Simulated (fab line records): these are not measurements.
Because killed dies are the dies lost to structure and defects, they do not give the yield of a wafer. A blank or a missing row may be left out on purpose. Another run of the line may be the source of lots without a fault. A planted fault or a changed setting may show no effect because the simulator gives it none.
Chamber matching :: flow nand_harc :: 3 sister chambers for NHARC_A_STAIRCASE_DEP_417 on pecvd-02
The step deposits Si3N4, target thk 60 nm. 6 wafers are shown with their chamber, then 9 later ones without.

WAFERS WITH THEIR CHAMBER
wafer: L082.4
chamber: 0
heater_power_w (W): 647
rf_fwd_power_W (W): 450.7

wafer: L080.2
chamber: 1
heater_power_w (W): 622
rf_fwd_power_W (W): 447.5

wafer: L080.6
chamber: 1
heater_power_w (W): 610
rf_fwd_power_W (W): 447.5

wafer: L081.2
chamber: 2
heater_power_w (W): 854
rf_fwd_power_W (W): 447.9

wafer: L081.3
chamber: 0
heater_power_w (W): 672
rf_fwd_power_W (W): 450.6

wafer: L081.5
chamber: 2
heater_power_w (W): 855
rf_fwd_power_W (W): 448.2

WAFERS WITHOUT THEIR CHAMBER
wafer: L094.1
heater_power_w (W): 555
rf_fwd_power_W (W): 448.1

wafer: L094.4
heater_power_w (W): 821
rf_fwd_power_W (W): 447.6

wafer: L094.6
heater_power_w (W): 556
rf_fwd_power_W (W): 450.8

wafer: L093.1
heater_power_w (W): 520
rf_fwd_power_W (W): 449.2

wafer: L093.5
heater_power_w (W): 595
rf_fwd_power_W (W): 450.5

wafer: L093.6
heater_power_w (W): 527
rf_fwd_power_W (W): 449.4

wafer: L095.2
heater_power_w (W): 783
rf_fwd_power_W (W): 450.0

wafer: L095.3
heater_power_w (W): 508
rf_fwd_power_W (W): 449.0

wafer: L095.6
heater_power_w (W): 533
rf_fwd_power_W (W): 448.9

CHAMBER TAKEN BY EACH
wafer: L094.1
from the rows above: 1
in truth: 1

wafer: L094.4
from the rows above: 2
in truth: 2

wafer: L094.6
from the rows above: 0
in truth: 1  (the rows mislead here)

wafer: L093.1
from the rows above: can't be placed: 1 or 0
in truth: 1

wafer: L093.5
from the rows above: 0
in truth: 0

wafer: L093.6
from the rows above: can't be placed: 0 or 1
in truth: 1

wafer: L095.2
from the rows above: 0
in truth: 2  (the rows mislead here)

wafer: L095.3
from the rows above: 1
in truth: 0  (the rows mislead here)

wafer: L095.6
from the rows above: 1
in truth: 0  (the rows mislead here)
Placed correctly: 3 of 9. Not placeable from these rows: 2 (in 2, the candidates include the true chamber). Wrongly placed: 4.
How it was worked out, from the rows above alone: a wafer's distance from a chamber is the root of the sum, over the readings, of the square of ((its reading less the chamber's mean) divided by the reading's scatter). The wafer belongs to the nearest chamber; if the next one is less than 2 further off, it can't be placed. The mean given for a chamber averages the wafers shown for that chamber. How the scatter is found: for the shown wafers, subtract from each reading the mean of its chamber, square and add these, divide the total by (wafers less chambers), then take the root.
